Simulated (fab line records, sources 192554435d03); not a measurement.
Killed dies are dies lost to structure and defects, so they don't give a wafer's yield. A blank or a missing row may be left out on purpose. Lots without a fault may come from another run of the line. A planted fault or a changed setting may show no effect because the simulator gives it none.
A struck lot beside a sound one | flow n5_finfet | 27 steps out of a route of 1938
Sound: wafers L800.1, L800.3, L800.6. Struck: wafers L811.1, L811.5, L811.6. The cause comes at the end.
At each step with rows: each side's tool, then ch and its chambers, then its first start. Under that, the readings that differ: sound wafers | struck wafers | difference of the means | sigmas: that difference in standard deviations of wafers without a fault.
alike: readings whose means differ by less than 2 such deviations, and words and numbers that are the same on both sides. not compared: withheld readings, readings that some wafer has no value for, bounds like >300 that may hide the same value, and numbers for which the record gives no deviation and whose values overlap.
The two part at a step that has a row with sigmas, a row that says differs or no value, or rows on one side only. Numbers that don't overlap but have no deviation are shown without sigmas and don't part them. A reading that every wafer of one side lacks parts them only if that side has two wafers or more.

first, 10 steps without rows for these wafers: N5_BEOL_M1_DESCUM_16 (chemistry O2, time 7 s); N5_BEOL_M1_ETCH_74 (etches underlayer in N2/H2, target depth 6.5 nm, time 5.2 s); N5_BEOL_M1_ETCH_63 (etches SiARC in CF4, target depth 15.6 nm, time 26 s); N5_BEOL_M1_ETCH_64 (etches SOC in N2/H2, target depth 75 nm, overetch 15 nm, time 112.5 s); N5_BEOL_M1_STRIP_65 (strips in N2/H2); N5_BEOL_M1_STRIP_75 (strips in N2/H2); N5_BEOL_M1_STRIP_66 (strips in CF4); N5_BEOL_M1_HM_OPEN_17 (chemistry Cl2/BCl3, target TiN, target depth 20 nm, overetch 6 nm); N5_BEOL_M1_STRIP_19 (strips in O2); N5_BEOL_M1_COAT_67 (time 60 s, resist thk 60 nm).
N5_BEOL_M1_COAT_68: time 60 s, resist thk 12 nm.
  sound on litho_track-02 ch 0, day 7 19:09; struck on litho_track-02 ch 0, day 10 11:52
  reading                                    | sound                | struck               | difference | sigmas
  spin_speed_rpm (rpm)                       | 1501.0 1500.8 1500.4 | 1822.9 1822.9 1822.8 | +322.1     | +99 or more
  model.SiARC_of_BEOL_M1_COAT_68.thk_nm (nm) | 12 12 12             | 10.8 10.8 10.8       | -1.2       |
then, 9 steps without rows for these wafers: N5_BEOL_M1_COAT_76 (time 60 s, resist thk 5 nm); N5_BEOL_M1_COAT_22 (resist thk 30 nm); N5_BEOL_M1_EBR_24; N5_BEOL_M1_SOFTBAKE_23 (time 60 s); N5_BEOL_M1_EXPOSE_25 (exposes mask V0, defocus 5 nm, target cd 24 nm); N5_BEOL_M1_PEB_26 (peb time 60 s); N5_BEOL_M1_DEVELOP_27 (develop time 30 s); N5_BEOL_M1_DESCUM_33 (chemistry O2, time 7 s); N5_BEOL_M1_ETCH_77 (etches underlayer in N2/H2, target depth 6.5 nm, time 5.2 s).
N5_BEOL_M1_ETCH_69: etches SiARC in CF4, target depth 15.6 nm, time 26 s.
  sound on rie_diel-06 ch 0,1, day 7 19:37; struck on rie_diel-01 ch 0,3, day 10 13:05
  reading                                      | sound             | struck            | difference | sigmas
  etch_rf_on_time_s (s)                        | 26.3 26.3 26.3    | 22.9 22.9 22.3    | -3.6       | -6
  model.etch.depth_nm (nm)                     | 12.05 12.06 12.04 | 10.85 10.89 10.88 | -1.18      |
  model.CAR-EUV_of_BEOL_M1_COAT_22.thk_nm (nm) | 11 11 11          | 12 12 12          | +1         |
  alike: drypump_motor_current_A, oes_product_au, rf_vpp_V, showerhead_plenum_p_Torr, throttle_valve_pct
  not compared: rf_hours_counter_h
then, 1 step without rows for these wafers: N5_BEOL_M1_ALD_98 (deposits SiO2, target thk 2.5 nm, pulse time 1 s, co reactant pulse time 1 s).
N5_BEOL_M1_ETCHBACK_99: etches SiO2 in CHF3, target depth 5 nm, time 10.4 s.
  sound on rie_diel-03 ch 1,3, day 7 20:26; struck on rie_diel-03 ch 0,3, day 10 20:13
  reading                                      | sound          | struck         | difference | sigmas
  model.CAR-EUV_of_BEOL_M1_COAT_22.thk_nm (nm) | 10.4 10.2 10.2 | 11.2 11.2 11.2 | +0.9       |
  alike: drypump_motor_current_A, oes_f_703_au, oes_product_au, rf_vpp_V, showerhead_plenum_p_Torr, throttle_valve_pct
  not compared: rf_hours_counter_h
N5_BEOL_M1_ETCH_70: etches SOC in N2/H2, target depth 80 nm, overetch 16 nm, time 120 s.
  sound on rie_diel-03 ch 1,3, day 7 20:28; struck on rie_diel-03 ch 0,3, day 10 20:15
  reading                                    | sound             | struck            | difference | sigmas
  rf_vpp_V (V)                               | 522.0 520.0 519.8 | 526.4 519.7 525.8 | +3.4       | +2
  model.SiARC_of_BEOL_M1_COAT_68.thk_nm (nm) | 6.4 6.4 6.4       | 5.2 5.2 5.2       | -1.2       |
  alike: drypump_motor_current_A, oes_product_au, showerhead_plenum_p_Torr, throttle_valve_pct
  not compared: rf_hours_counter_h
then, 1 step without rows for these wafers: N5_BEOL_M1_STRIP_71 (strips in N2/H2).
N5_BEOL_M4_RC_MEAS_101:
  sound on prober-01 ch 0, day 9 17:04; struck on prober-01 ch 0, day 12 16:29
  alike: DIBL_N, DIBL_P, IOFF_N, IOFF_P, ION_N, ION_P, SS_N, SS_P, VT_N, VT_P
then, 1 step without rows for these wafers: N5_PASSIVATION_PROBE_49.

WHERE THEY PART
First at N5_BEOL_M1_COAT_68; last, within this record, at N5_BEOL_M1_ETCH_70. Later steps at which nothing parts them and some readings are alike: N5_BEOL_M4_RC_MEAS_101.

WHY: what the simulator had put in
Process parameter drift: litho_track-02, from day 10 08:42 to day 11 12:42, at N5_BEOL_M1_COAT_68. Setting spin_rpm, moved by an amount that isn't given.
